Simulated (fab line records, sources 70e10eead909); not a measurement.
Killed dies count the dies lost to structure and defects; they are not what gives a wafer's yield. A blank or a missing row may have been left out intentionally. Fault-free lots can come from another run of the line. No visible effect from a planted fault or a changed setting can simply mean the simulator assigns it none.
fab line records || flow nandHarc
[record] {"lots": 5, "wafers": 15, "lastDay": 32}
route steps=1302 shown P_GATE@185
lots untouched by any fault: they come from a run of this same line in which no faults occurred
startH: the number of hours between the record's first day and the start of the first shown wafer of the lot || waitH: hours from the lot's prior step to this one || " repeats the value in the row above || L1.1+2: a single row standing in for several wafers || - no value present, or no start provided || * or withheld: withheld || < > ~ a bound
route shown NAME@n: a module of which the file shows steps, and the number in the route of the first || usual: mean/standard deviation taken from wafers without a fault || same: alike in all rows || chamber/n: place in a boat || sites: each site's reading || _std_site: their standard deviation || _edge_site: the outer-site mean with the inner-site mean subtracted || radiusMm: for every site, how far away it sits from the centre of the wafer || mask NAME#n: copy n || behind: the tool/chamber that last shaped the wafer || hold: reason for holding the lot/hours on hold/outcome of the hold || device: whichever transistor did not switch (one of n, p or np) || end of line: the tests these same wafers got at the end of their route || step lacking rows: just its recipe || killed: dies lost to structure and defects at the first sort, not the wafer's yield || map: dies across one wafer; x = killed, . = not, _ = none there
set.NAME: setting as actually run; set.NAME@STEP: the setting as run at that earlier step || model.NAME: the simulator's own value behind a step, which no gauge read
lots seen at some steps along the route; tables by step, rows by wafer
services: the hour from which a tool's chamber was out of use, counted from the record's first day as startH (under 0 if before that day), plus the number of hours and why
[[steps]]
[step NHARC_P_GATE_CD_MEAS_59]
[recipe] {"targetCdNm": 720, "landingEnergyEv": 500}
[usual] {"cdNm": "721/3.2"}
{"lot.wafer": "L514.2", "tool": "cdSem-03", "chamber": 0, "startH": 120.90, "waitH": "-", "cdNm": 717}
{"lot.wafer": "L514.3", "tool": "cdSem-03", "chamber": 0, "startH": 120.90, "waitH": "-", "cdNm": 721}
{"lot.wafer": "L514.4", "tool": "cdSem-03", "chamber": 0, "startH": 120.90, "waitH": "-", "cdNm": 722}
{"lot.wafer": "L523.1", "tool": "cdSem-01", "chamber": 0, "startH": 211.91, "waitH": "-", "cdNm": 727}
{"lot.wafer": "L523.4", "tool": "cdSem-01", "chamber": 0, "startH": 211.91, "waitH": "-", "cdNm": 724}
{"lot.wafer": "L523.5", "tool": "cdSem-01", "chamber": 0, "startH": 211.91, "waitH": "-", "cdNm": 724}
{"lot.wafer": "L524.2", "tool": "cdSem-03", "chamber": 0, "startH": 219.80, "waitH": "-", "cdNm": 715}
{"lot.wafer": "L524.4", "tool": "cdSem-03", "chamber": 0, "startH": 219.80, "waitH": "-", "cdNm": 718}
{"lot.wafer": "L524.5", "tool": "cdSem-03", "chamber": 0, "startH": 219.80, "waitH": "-", "cdNm": 719}
{"lot.wafer": "L527.1", "tool": "cdSem-03", "chamber": 0, "startH": 259.96, "waitH": "-", "cdNm": 721}
{"lot.wafer": "L527.2", "tool": "cdSem-03", "chamber": 0, "startH": 259.96, "waitH": "-", "cdNm": 721}
{"lot.wafer": "L527.5", "tool": "cdSem-03", "chamber": 0, "startH": 259.96, "waitH": "-", "cdNm": 726}
{"lot.wafer": "L534.1", "tool": "cdSem-01", "chamber": 0, "startH": 327.11, "waitH": "-", "cdNm": 722}
{"lot.wafer": "L534.4", "tool": "cdSem-01", "chamber": 0, "startH": 327.11, "waitH": "-", "cdNm": 718}
{"lot.wafer": "L534.5", "tool": "cdSem-01", "chamber": 0, "startH": 327.11, "waitH": "-", "cdNm": 719}
[step NHARC_P_GATE_HARDBAKE_60]
[recipe] {"tempC": 125, "timeS": 80}
[step NHARC_P_GATE_DESCUM_61]
[recipe] {"timeS": 3, "o2FlowSccm": 200, "arFlowSccm": 0, "biasPowerW": 0, "chemistry": "O2"}
[usual] {"drypumpMotorCurrentA": "5.8/0.49", "oesProductAu": "1.007/0.017", "rfVppV": "57.8/0.88", "showerheadPlenumPTorr": "1.93/0.093", "throttleValvePct": "11.312/0.0096"}
{"lot.wafer": "L514.2", "tool": "rieDiel-01", "chamber": 3, "startH": 121.06, "waitH": "-", "drypumpMotorCurrentA": 5.9, "oesProductAu": 1.034, "rfHoursCounterH": 5, "rfVppV": 57.3, "showerheadPlenumPTorr": 1.80, "throttleValvePct": 11.317}
{"lot.wafer": "L514.3", "tool": "rieDiel-01", "chamber": 0, "startH": 121.06, "waitH": "-", "drypumpMotorCurrentA": 6.2, "oesProductAu": 0.997, "rfHoursCounterH": 6, "rfVppV": 57.1, "showerheadPlenumPTorr": 2.02, "throttleValvePct": 11.318}
{"lot.wafer": "L514.4", "tool": "rieDiel-01", "chamber": 1, "startH": 121.06, "waitH": "-", "drypumpMotorCurrentA": 5.2, "oesProductAu": 1.012, "rfHoursCounterH": 6, "rfVppV": 57.7, "showerheadPlenumPTorr": 2.06, "throttleValvePct": 11.321}
{"lot.wafer": "L523.4", "tool": "rieDiel-07", "chamber": 2, "startH": 212.08, "waitH": "-", "drypumpMotorCurrentA": 5.7, "oesProductAu": 1.000, "rfHoursCounterH": 3, "rfVppV": 58.1, "showerheadPlenumPTorr": 1.78, "throttleValvePct": 11.319}
{"lot.wafer": "L523.1", "tool": "rieDiel-07", "chamber": 3, "startH": 212.08, "waitH": "-", "drypumpMotorCurrentA": 5.7, "oesProductAu": 0.959, "rfHoursCounterH": 4, "rfVppV": 57.0, "showerheadPlenumPTorr": 1.87, "throttleValvePct": 11.316}
{"lot.wafer": "L523.5", "tool": "rieDiel-07", "chamber": 1, "startH": 212.08, "waitH": "-", "drypumpMotorCurrentA": 5.0, "oesProductAu": 0.976, "rfHoursCounterH": "-", "rfVppV": 58.5, "showerheadPlenumPTorr": 2.02, "throttleValvePct": 11.314}
{"lot.wafer": "L524.4", "tool": "rieDiel-07", "chamber": 3, "startH": 219.95, "waitH": "-", "drypumpMotorCurrentA": 5.7, "oesProductAu": 0.967, "rfHoursCounterH": 4, "rfVppV": 57.7, "showerheadPlenumPTorr": 1.87, "throttleValvePct": 11.317}
{"lot.wafer": "L524.2", "tool": "rieDiel-07", "chamber": 1, "startH": 219.95, "waitH": "-", "drypumpMotorCurrentA": 5.0, "oesProductAu": 0.982, "rfHoursCounterH": 4, "rfVppV": 58.1, "showerheadPlenumPTorr": 2.02, "throttleValvePct": 11.304}
{"lot.wafer": "L524.5", "tool": "rieDiel-07", "chamber": 3, "startH": 219.95, "waitH": "-", "drypumpMotorCurrentA": 5.6, "oesProductAu": 0.971, "rfHoursCounterH": "-", "rfVppV": 57.0, "showerheadPlenumPTorr": 1.87, "throttleValvePct": 11.325}
{"lot.wafer": "L527.2", "tool": "rieDiel-01", "chamber": 2, "startH": 260.14, "waitH": "-", "drypumpMotorCurrentA": 5.8, "oesProductAu": 0.996, "rfHoursCounterH": 1, "rfVppV": 56.8, "showerheadPlenumPTorr": 1.86, "throttleValvePct": 11.310}
{"lot.wafer": "L527.1", "tool": "rieDiel-01", "chamber": 0, "startH": 260.14, "waitH": "-", "drypumpMotorCurrentA": 6.2, "oesProductAu": 1.006, "rfHoursCounterH": 2, "rfVppV": 57.4, "showerheadPlenumPTorr": 2.02, "throttleValvePct": 11.320}
{"lot.wafer": "L527.5", "tool": "rieDiel-01", "chamber": 1, "startH": 260.14, "waitH": "-", "drypumpMotorCurrentA": 5.3, "oesProductAu": 1.032, "rfHoursCounterH": "-", "rfVppV": 58.2, "showerheadPlenumPTorr": 2.05, "throttleValvePct": 11.319}
{"lot.wafer": "L534.1", "tool": "rieDiel-13", "chamber": 1, "startH": 327.29, "waitH": "-", "drypumpMotorCurrentA": 4.9, "oesProductAu": 1.009, "rfHoursCounterH": 15, "rfVppV": 59.2, "showerheadPlenumPTorr": 2.03, "throttleValvePct": 11.319}
{"lot.wafer": "L534.4", "tool": "rieDiel-13", "chamber": 2, "startH": 327.29, "waitH": "-", "drypumpMotorCurrentA": 6.6, "oesProductAu": 1.018, "rfHoursCounterH": 10, "rfVppV": 57.7, "showerheadPlenumPTorr": 2.01, "throttleValvePct": 11.314}
{"lot.wafer": "L534.5", "tool": "rieDiel-13", "chamber": 1, "startH": 327.29, "waitH": "-", "drypumpMotorCurrentA": 4.9, "oesProductAu": 1.013, "rfHoursCounterH": "-", "rfVppV": 59.2, "showerheadPlenumPTorr": 2.03, "throttleValvePct": 11.314}
[step NHARC_P_GATE_IMPLANT_62]
[recipe] {"energyKev": 20, "doseCm2": 3e+15, "tiltDeg": 7}
[step NHARC_P_GATE_STRIP_112]
[recipe] {"powerW": 1500, "tempC": 110, "timeS": 200, "chemistry": "N2/H2"}
[usual] {"drypumpMotorCurrentA": "5.8/0.43", "heaterPowerW": "87/5", "tempC": "110.01/0.14"}
{"lot.wafer": "L514.2", "tool": "plasmaAsher-02", "chamber": 1, "startH": 121.43, "waitH": 0.2, "drypumpMotorCurrentA": 5.6, "heaterPowerW": 91, "rfHoursCounterH": 7, "tempC": 110.12}
{"lot.wafer": "L514.4", "tool": "plasmaAsher-02", "chamber": 1, "startH": 121.43, "waitH": 0.2, "drypumpMotorCurrentA": 5.7, "heaterPowerW": 90, "rfHoursCounterH": "-", "tempC": 110.01}
{"lot.wafer": "L514.3", "tool": "plasmaAsher-02", "chamber": 0, "startH": 121.43, "waitH": 0.2, "drypumpMotorCurrentA": 6.0, "heaterPowerW": 89, "rfHoursCounterH": "-", "tempC": 109.94}
{"lot.wafer": "L523.1", "tool": "plasmaAsher-02", "chamber": 0, "startH": 212.48, "waitH": 0.2, "drypumpMotorCurrentA": 6.0, "heaterPowerW": 90, "rfHoursCounterH": 28, "tempC": 110.02}
{"lot.wafer": "L523.4", "tool": "plasmaAsher-02", "chamber": 1, "startH": 212.48, "waitH": 0.2, "drypumpMotorCurrentA": 5.6, "heaterPowerW": 93, "rfHoursCounterH": "-", "tempC": 109.94}
{"lot.wafer": "L523.5", "tool": "plasmaAsher-02", "chamber": 0, "startH": 212.48, "waitH": 0.2, "drypumpMotorCurrentA": 6.0, "heaterPowerW": 89, "rfHoursCounterH": "-", "tempC": 109.97}
{"lot.wafer": "L524.2", "tool": "plasmaAsher-02", "chamber": 1, "startH": 220.37, "waitH": 0.2, "drypumpMotorCurrentA": 5.6, "heaterPowerW": 91, "rfHoursCounterH": 30, "tempC": 110.09}
{"lot.wafer": "L524.4", "tool": "plasmaAsher-02", "chamber": 1, "startH": 220.37, "waitH": 0.2, "drypumpMotorCurrentA": 5.6, "heaterPowerW": 90, "rfHoursCounterH": "-", "tempC": 110.14}
{"lot.wafer": "L524.5", "tool": "plasmaAsher-02", "chamber": 0, "startH": 220.37, "waitH": 0.2, "drypumpMotorCurrentA": 6.0, "heaterPowerW": 88, "rfHoursCounterH": "-", "tempC": 110.04}
{"lot.wafer": "L527.1", "tool": "plasmaAsher-02", "chamber": 0, "startH": 260.55, "waitH": 0.2, "drypumpMotorCurrentA": 6.0, "heaterPowerW": 88, "rfHoursCounterH": 1, "tempC": 109.99}
{"lot.wafer": "L527.2", "tool": "plasmaAsher-02", "chamber": 1, "startH": 260.55, "waitH": 0.2, "drypumpMotorCurrentA": 5.6, "heaterPowerW": 93, "rfHoursCounterH": 1, "tempC": 109.94}
{"lot.wafer": "L527.5", "tool": "plasmaAsher-02", "chamber": 0, "startH": 260.55, "waitH": 0.2, "drypumpMotorCurrentA": 6.0, "heaterPowerW": 90, "rfHoursCounterH": "-", "tempC": 109.93}
{"lot.wafer": "L534.1", "tool": "plasmaAsher-02", "chamber": 0, "startH": 327.69, "waitH": 0.2, "drypumpMotorCurrentA": 6.0, "heaterPowerW": 90, "rfHoursCounterH": 14, "tempC": 109.96}
{"lot.wafer": "L534.4", "tool": "plasmaAsher-02", "chamber": 1, "startH": 327.69, "waitH": 0.2, "drypumpMotorCurrentA": 5.6, "heaterPowerW": 93, "rfHoursCounterH": "-", "tempC": 109.97}
{"lot.wafer": "L534.5", "tool": "plasmaAsher-02", "chamber": 0, "startH": 327.69, "waitH": 0.2, "drypumpMotorCurrentA": 6.0, "heaterPowerW": 90, "rfHoursCounterH": "-", "tempC": 109.99}
[step NHARC_P_GATE_STRIP_76]
[recipe] {"powerW": 1500, "tempC": 250, "chemistry": "O2"}
[usual] {"drypumpMotorCurrentA": "5.8/0.43", "heaterPowerW": "328/18", "tempC": "250.01/0.16"}
{"lot.wafer": "L514.2", "tool": "plasmaAsher-02", "chamber": 1, "startH": 121.68, "waitH": 0.2, "drypumpMotorCurrentA": 5.7, "heaterPowerW": 341, "rfHoursCounterH": 8, "tempC": 250.00}
{"lot.wafer": "L514.4", "tool": "plasmaAsher-02", "chamber": 1, "startH": 121.68, "waitH": 0.2, "drypumpMotorCurrentA": 5.7, "heaterPowerW": 338, "rfHoursCounterH": "-", "tempC": 249.99}
{"lot.wafer": "L514.3", "tool": "plasmaAsher-02", "chamber": 0, "startH": 121.68, "waitH": 0.2, "drypumpMotorCurrentA": 6.0, "heaterPowerW": 332, "rfHoursCounterH": "-", "tempC": 249.99}
{"lot.wafer": "L523.1", "tool": "plasmaAsher-02", "chamber": 0, "startH": 212.71, "waitH": 0.2, "drypumpMotorCurrentA": 6.0, "heaterPowerW": 324, "rfHoursCounterH": 28, "tempC": 250.20}
{"lot.wafer": "L523.4", "tool": "plasmaAsher-02", "chamber": 1, "startH": 212.71, "waitH": 0.2, "drypumpMotorCurrentA": 5.6, "heaterPowerW": 342, "rfHoursCounterH": "-", "tempC": 250.00}
{"lot.wafer": "L523.5", "tool": "plasmaAsher-02", "chamber": 0, "startH": 212.71, "waitH": 0.2, "drypumpMotorCurrentA": 6.0, "heaterPowerW": 332, "rfHoursCounterH": "-", "tempC": 249.96}
{"lot.wafer": "L524.2", "tool": "plasmaAsher-02", "chamber": 1, "startH": 220.60, "waitH": 0.2, "drypumpMotorCurrentA": 5.7, "heaterPowerW": 333, "rfHoursCounterH": 30, "tempC": 250.15}
{"lot.wafer": "L524.4", "tool": "plasmaAsher-02", "chamber": 1, "startH": 220.60, "waitH": 0.2, "drypumpMotorCurrentA": 5.6, "heaterPowerW": 348, "rfHoursCounterH": "-", "tempC": 250.15}
{"lot.wafer": "L524.5", "tool": "plasmaAsher-02", "chamber": 0, "startH": 220.60, "waitH": 0.2, "drypumpMotorCurrentA": 6.0, "heaterPowerW": 331, "rfHoursCounterH": "-", "tempC": 250.10}
{"lot.wafer": "L527.1", "tool": "plasmaAsher-02", "chamber": 0, "startH": 260.82, "waitH": 0.2, "drypumpMotorCurrentA": 6.0, "heaterPowerW": 336, "rfHoursCounterH": 1, "tempC": 250.33}
{"lot.wafer": "L527.2", "tool": "plasmaAsher-02", "chamber": 1, "startH": 260.82, "waitH": 0.2, "drypumpMotorCurrentA": 5.7, "heaterPowerW": 352, "rfHoursCounterH": 1, "tempC": 250.31}
{"lot.wafer": "L527.5", "tool": "plasmaAsher-02", "chamber": 0, "startH": 260.82, "waitH": 0.2, "drypumpMotorCurrentA": 6.0, "heaterPowerW": 333, "rfHoursCounterH": "-", "tempC": 250.33}
{"lot.wafer": "L534.1", "tool": "plasmaAsher-02", "chamber": 0, "startH": 327.92, "waitH": 0.2, "drypumpMotorCurrentA": 6.0, "heaterPowerW": 343, "rfHoursCounterH": 15, "tempC": 249.71}
{"lot.wafer": "L534.4", "tool": "plasmaAsher-02", "chamber": 1, "startH": 327.92, "waitH": 0.2, "drypumpMotorCurrentA": 5.7, "heaterPowerW": 351, "rfHoursCounterH": "-", "tempC": 250.16}
{"lot.wafer": "L534.5", "tool": "plasmaAsher-02", "chamber": 0, "startH": 327.92, "waitH": 0.2, "drypumpMotorCurrentA": 6.0, "heaterPowerW": 336, "rfHoursCounterH": "-", "tempC": 249.79}
[step NHARC_P_GATE_STRIP_63]
[recipe] {"timeS": 900, "tempC": 130, "chemistry": "SPM"}
[step NHARC_P_GATE_DEHYDRATE_83]
[recipe] {"tempC": 150, "timeS": 120}
[step NHARC_P_GATE_HMDS_84]
[recipe] {"timeS": 30}
[step NHARC_P_GATE_COAT_85]
[recipe] {"spinRpm": 3000}
[step NHARC_P_GATE_SOFTBAKE_86]
[recipe] {"tempC": 122, "timeS": 95}
[step NHARC_P_GATE_EBR_87]
[step NHARC_P_GATE_EXPOSE_88]
[recipe] {"na": 0.6, "targetCdNm": 2000, "doseMj": 11.87, "maskId": "P_HVN"}
[usual] {"reticleTempC": "23.02/0.1"}
{"lot.wafer": "L514.2", "tool": "krfScanner-02", "chamber": 0, "startH": 122.32, "waitH": "-", "mask": "P_HVN#0", "reticleTempC": 23.06}
{"lot.wafer": "L514.3", "tool": "krfScanner-02", "chamber": 0, "startH": 122.32, "waitH": "-", "mask": "P_HVN#0", "reticleTempC": 22.99}
{"lot.wafer": "L514.4", "tool": "krfScanner-02", "chamber": 0, "startH": 122.32, "waitH": "-", "mask": "P_HVN#0", "reticleTempC": 22.80}
{"lot.wafer": "L523.1", "tool": "krfScanner-04", "chamber": 0, "startH": 213.46, "waitH": "-", "mask": "P_HVN#0", "reticleTempC": 23.16}
{"lot.wafer": "L523.4", "tool": "krfScanner-04", "chamber": 0, "startH": 213.46, "waitH": "-", "mask": "P_HVN#0", "reticleTempC": 23.01}
{"lot.wafer": "L523.5", "tool": "krfScanner-04", "chamber": 0, "startH": 213.46, "waitH": "-", "mask": "P_HVN#0", "reticleTempC": 23.00}
{"lot.wafer": "L524.2", "tool": "krfScanner-02", "chamber": 0, "startH": 221.36, "waitH": "-", "mask": "P_HVN#0", "reticleTempC": 23.03}
{"lot.wafer": "L524.4", "tool": "krfScanner-02", "chamber": 0, "startH": 221.36, "waitH": "-", "mask": "P_HVN#0", "reticleTempC": 23.02}
{"lot.wafer": "L524.5", "tool": "krfScanner-02", "chamber": 0, "startH": 221.36, "waitH": "-", "mask": "P_HVN#0", "reticleTempC": 22.89}
{"lot.wafer": "L527.1", "tool": "krfScanner-04", "chamber": 0, "startH": 261.47, "waitH": "-", "mask": "P_HVN_R1#0", "reticleTempC": 22.99}
{"lot.wafer": "L527.2", "tool": "krfScanner-04", "chamber": 0, "startH": 261.47, "waitH": "-", "mask": "P_HVN_R1#0", "reticleTempC": 22.99}
{"lot.wafer": "L527.5", "tool": "krfScanner-04", "chamber": 0, "startH": 261.47, "waitH": "-", "mask": "P_HVN_R1#0", "reticleTempC": 23.18}
{"lot.wafer": "L534.1", "tool": "krfScanner-04", "chamber": 0, "startH": 328.60, "waitH": "-", "mask": "P_HVN#0", "reticleTempC": 23.05}
{"lot.wafer": "L534.4", "tool": "krfScanner-04", "chamber": 0, "startH": 328.60, "waitH": "-", "mask": "P_HVN#0", "reticleTempC": 23.07}
{"lot.wafer": "L534.5", "tool": "krfScanner-04", "chamber": 0, "startH": 328.60, "waitH": "-", "mask": "P_HVN#0", "reticleTempC": 23.02}
[step NHARC_P_GATE_PEB_89]
[recipe] {"pebTempC": 118, "pebTimeS": 85}
[step NHARC_P_GATE_DEVELOP_90]
[recipe] {"timeS": 70}
[step NHARC_P_GATE_CD_MEAS_91]
[recipe] {"targetCdNm": 2000, "landingEnergyEv": 500}
[usual] {"cdNm": "1999/3"}
{"lot.wafer": "L514.2", "tool": "cdSem-01", "chamber": 0, "startH": 122.49, "waitH": "-", "cdNm": 1999}
{"lot.wafer": "L514.3", "tool": "cdSem-01", "chamber": 0, "startH": 122.49, "waitH": "-", "cdNm": 1998}
{"lot.wafer": "L514.4", "tool": "cdSem-01", "chamber": 0, "startH": 122.49, "waitH": "-", "cdNm": 2003}
{"lot.wafer": "L523.1", "tool": "cdSem-01", "chamber": 0, "startH": 213.62, "waitH": "-", "cdNm": 1996}
{"lot.wafer": "L523.4", "tool": "cdSem-01", "chamber": 0, "startH": 213.62, "waitH": "-", "cdNm": 1997}
{"lot.wafer": "L523.5", "tool": "cdSem-01", "chamber": 0, "startH": 213.62, "waitH": "-", "cdNm": 2003}
{"lot.wafer": "L524.2", "tool": "cdSem-01", "chamber": 0, "startH": 221.51, "waitH": "-", "cdNm": 1996}
{"lot.wafer": "L524.4", "tool": "cdSem-01", "chamber": 0, "startH": 221.51, "waitH": "-", "cdNm": 2001}
{"lot.wafer": "L524.5", "tool": "cdSem-01", "chamber": 0, "startH": 221.51, "waitH": "-", "cdNm": 2000}
{"lot.wafer": "L527.1", "tool": "cdSem-03", "chamber": 0, "startH": 261.63, "waitH": "-", "cdNm": 2123}
{"lot.wafer": "L527.2", "tool": "cdSem-03", "chamber": 0, "startH": 261.63, "waitH": "-", "cdNm": 2122}
{"lot.wafer": "L527.5", "tool": "cdSem-03", "chamber": 0, "startH": 261.63, "waitH": "-", "cdNm": 2116}
{"lot.wafer": "L534.1", "tool": "cdSem-02", "chamber": 0, "startH": 328.76, "waitH": "-", "cdNm": 2005}
{"lot.wafer": "L534.4", "tool": "cdSem-02", "chamber": 0, "startH": 328.76, "waitH": "-", "cdNm": 1999}
{"lot.wafer": "L534.5", "tool": "cdSem-02", "chamber": 0, "startH": 328.76, "waitH": "-", "cdNm": 2003}
[step NHARC_P_GATE_HARDBAKE_92]
[recipe] {"tempC": 125, "timeS": 80}
[step NHARC_P_GATE_DESCUM_93]
[recipe] {"timeS": 3, "o2FlowSccm": 200, "arFlowSccm": 0, "biasPowerW": 0, "chemistry": "O2"}
[usual] {"drypumpMotorCurrentA": "5.8/0.49", "oesProductAu": "1.006/0.016", "rfVppV": "57.8/0.89", "showerheadPlenumPTorr": "1.93/0.095", "throttleValvePct": "11.312/0.009"}
{"lot.wafer": "L514.4", "tool": "rieDiel-01", "chamber": 2, "startH": 122.64, "waitH": "-", "drypumpMotorCurrentA": 5.9, "oesProductAu": 0.980, "rfHoursCounterH": 5, "rfVppV": 59.3, "showerheadPlenumPTorr": 1.87, "throttleValvePct": 11.312, "model.P_GATE.cdNm": 2004}
{"lot.wafer": "L514.3", "tool": "rieDiel-01", "chamber": 3, "startH": 122.64, "waitH": "-", "drypumpMotorCurrentA": 5.9, "oesProductAu": 1.033, "rfHoursCounterH": 6, "rfVppV": 56.3, "showerheadPlenumPTorr": 1.80, "throttleValvePct": 11.315, "model.P_GATE.cdNm": 1998}
{"lot.wafer": "L514.2", "tool": "rieDiel-01", "chamber": 0, "startH": 122.64, "waitH": "-", "drypumpMotorCurrentA": 6.2, "oesProductAu": 0.987, "rfHoursCounterH": 7, "rfVppV": 59.0, "showerheadPlenumPTorr": 2.02, "throttleValvePct": 11.315, "model.P_GATE.cdNm": 1999}
{"lot.wafer": "L523.4", "tool": "rieDiel-01", "chamber": 3, "startH": 213.79, "waitH": "-", "drypumpMotorCurrentA": 5.9, "oesProductAu": 1.039, "rfHoursCounterH": 0, "rfVppV": 57.8, "showerheadPlenumPTorr": 1.80, "throttleValvePct": 11.324, "model.P_GATE.cdNm": 1997}
{"lot.wafer": "L523.1", "tool": "rieDiel-01", "chamber": 1, "startH": 213.79, "waitH": "-", "drypumpMotorCurrentA": 5.2, "oesProductAu": 1.025, "rfHoursCounterH": 0, "rfVppV": 58.2, "showerheadPlenumPTorr": 2.05, "throttleValvePct": 11.310, "model.P_GATE.cdNm": 1995}
{"lot.wafer": "L523.5", "tool": "rieDiel-01", "chamber": 2, "startH": 213.79, "waitH": "-", "drypumpMotorCurrentA": 5.9, "oesProductAu": 0.993, "rfHoursCounterH": "-", "rfVppV": 58.8, "showerheadPlenumPTorr": 1.86, "throttleValvePct": 11.317, "model.P_GATE.cdNm": 2003}
{"lot.wafer": "L524.4", "tool": "rieDiel-01", "chamber": 2, "startH": 221.68, "waitH": "-", "drypumpMotorCurrentA": 5.8, "oesProductAu": 0.994, "rfHoursCounterH": 0, "rfVppV": 58.5, "showerheadPlenumPTorr": 1.86, "throttleValvePct": 11.326, "model.P_GATE.cdNm": 2002}
{"lot.wafer": "L524.2", "tool": "rieDiel-01", "chamber": 3, "startH": 221.68, "waitH": "-", "drypumpMotorCurrentA": 5.9, "oesProductAu": 1.039, "rfHoursCounterH": 0, "rfVppV": 57.2, "showerheadPlenumPTorr": 1.80, "throttleValvePct": 11.316, "model.P_GATE.cdNm": 1997}
{"lot.wafer": "L524.5", "tool": "rieDiel-01", "chamber": 2, "startH": 221.68, "waitH": "-", "drypumpMotorCurrentA": 5.8, "oesProductAu": 0.992, "rfHoursCounterH": "-", "rfVppV": 57.8, "showerheadPlenumPTorr": 1.86, "throttleValvePct": 11.331, "model.P_GATE.cdNm": 2001}
{"lot.wafer": "L527.2", "tool": "rieDiel-13", "chamber": 1, "startH": 261.80, "waitH": "-", "drypumpMotorCurrentA": 4.9, "oesProductAu": 1.001, "rfHoursCounterH": 8, "rfVppV": 57.6, "showerheadPlenumPTorr": 2.03, "throttleValvePct": 11.327, "model.P_GATE.cdNm": 2122}
{"lot.wafer": "L527.1", "tool": "rieDiel-13", "chamber": 2, "startH": 261.80, "waitH": "-", "drypumpMotorCurrentA": 6.6, "oesProductAu": 1.012, "rfHoursCounterH": 3, "rfVppV": 57.3, "showerheadPlenumPTorr": 2.01, "throttleValvePct": 11.326, "model.P_GATE.cdNm": 2124}
{"lot.wafer": "L527.5", "tool": "rieDiel-13", "chamber": 2, "startH": 261.80, "waitH": "-", "drypumpMotorCurrentA": 6.6, "oesProductAu": 1.015, "rfHoursCounterH": "-", "rfVppV": 58.2, "showerheadPlenumPTorr": 2.01, "throttleValvePct": 11.310, "model.P_GATE.cdNm": 2116}
{"lot.wafer": "L534.1", "tool": "rieDiel-01", "chamber": 3, "startH": 328.94, "waitH": "-", "drypumpMotorCurrentA": 5.9, "oesProductAu": 1.016, "rfHoursCounterH": 4, "rfVppV": 57.6, "showerheadPlenumPTorr": 1.80, "throttleValvePct": 11.316, "model.P_GATE.cdNm": 2006}
{"lot.wafer": "L534.4", "tool": "rieDiel-01", "chamber": 0, "startH": 328.94, "waitH": "-", "drypumpMotorCurrentA": 6.2, "oesProductAu": 1.026, "rfHoursCounterH": 4, "rfVppV": 56.1, "showerheadPlenumPTorr": 2.01, "throttleValvePct": 11.307, "model.P_GATE.cdNm": 2000}
{"lot.wafer": "L534.5", "tool": "rieDiel-01", "chamber": 1, "startH": 328.94, "waitH": "-", "drypumpMotorCurrentA": 5.2, "oesProductAu": 1.030, "rfHoursCounterH": "-", "rfVppV": 58.1, "showerheadPlenumPTorr": 2.05, "throttleValvePct": 11.306, "model.P_GATE.cdNm": 2003}
[step NHARC_P_GATE_IMPLANT_94]
[recipe] {"energyKev": 60, "doseCm2": 2e+15, "tiltDeg": 7}
[[services]]
{"tool": "rieDiel-07", "chamber": "-", "startH": 117.20, "hours": 9.0, "kind": "pm"}
{"tool": "rieDiel-13", "chamber": 1, "startH": 120.04, "hours": 4.3, "kind": "repair"}
{"tool": "rieDiel-13", "chamber": 0, "startH": 125.28, "hours": 4.0, "kind": "repair"}
{"tool": "rieDiel-13", "chamber": 0, "startH": 134.27, "hours": 2.6, "kind": "repair"}
{"tool": "rieDiel-13", "chamber": "-", "startH": 165.00, "hours": 9.0, "kind": "pm"}
{"tool": "krfScanner-04", "chamber": "-", "startH": 182.35, "hours": 4.0, "kind": "pm"}
{"tool": "rieDiel-01", "chamber": 0, "startH": 185.15, "hours": 2.8, "kind": "repair"}
{"tool": "rieDiel-07", "chamber": 0, "startH": 189.96, "hours": 4.2, "kind": "repair"}
{"tool": "rieDiel-01", "chamber": "-", "startH": 203.80, "hours": 9.0, "kind": "pm"}
{"tool": "krfScanner-04", "chamber": "-", "startH": 208.95, "hours": 0.2, "kind": "repair"}
{"tool": "rieDiel-13", "chamber": 2, "startH": 220.15, "hours": 34.9, "kind": "repair"}
{"tool": "rieDiel-13", "chamber": 3, "startH": 236.14, "hours": 2.6, "kind": "repair"}
{"tool": "rieDiel-07", "chamber": "-", "startH": 239.29, "hours": 0.7, "kind": "repair"}
{"tool": "plasmaAsher-02", "chamber": "-", "startH": 249.00, "hours": 9.0, "kind": "pm"}
{"tool": "plasmaAsher-02", "chamber": 0, "startH": 249.00, "hours": 9.0, "kind": "ventCycle"}
{"tool": "plasmaAsher-02", "chamber": 1, "startH": 249.00, "hours": 9.0, "kind": "ventCycle"}
{"tool": "krfScanner-02", "chamber": "-", "startH": 266.00, "hours": 4.0, "kind": "pm"}
{"tool": "plasmaAsher-02", "chamber": "-", "startH": 282.25, "hours": 1.0, "kind": "repair"}
{"tool": "rieDiel-07", "chamber": 1, "startH": 285.15, "hours": 4.3, "kind": "repair"}
{"tool": "rieDiel-13", "chamber": 2, "startH": 290.62, "hours": 6.3, "kind": "repair"}
{"tool": "rieDiel-07", "chamber": "-", "startH": 294.21, "hours": 9.0, "kind": "pm"}
{"tool": "rieDiel-01", "chamber": 2, "startH": 294.55, "hours": 8.8, "kind": "repair"}
{"tool": "rieDiel-13", "chamber": 3, "startH": 305.49, "hours": 14.4, "kind": "repair"}
{"tool": "rieDiel-01", "chamber": "-", "startH": 307.05, "hours": 0.8, "kind": "repair"}
[[key]]
[firstSign] {"step": "NHARC_P_GATE_EXPOSE_88", "reading": "mask", "direction": "changed"}
[effect] {"step": "NHARC_P_GATE_CD_MEAS_91", "reading": "cdNm", "direction": "up", "sigmas": 40, "usual": 1999, "struck": 2121}
[modelEffect] {"step": "NHARC_P_GATE_DESCUM_93", "value": "P_GATE.cdNm", "without": 1998, "struck": 2121}
metAt NHARC_P_GATE_EXPOSE_88
struckWafers L527.1,L527.2,L527.5
testerLeftOut L527
onsetBetween 213.46 261.47
[fault] {"kind": "wrongMask", "tool": "any", "chamber": "-", "onsetH": 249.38, "steps": "NHARC_P_GATE_EXPOSE_88", "auxCopy": "P_HVN_R1#0", "cdOffsetNm": 122.41, "scope": "struckLotsOnly"}
// testerLeftOut: of these lots the tester's yield and bins aren't shown, on N5 and GAA mostly nor the transistor test; their killed dies are dies lost to structure and defects alone, not to doping, threshold or leakage, so they don't give the yield
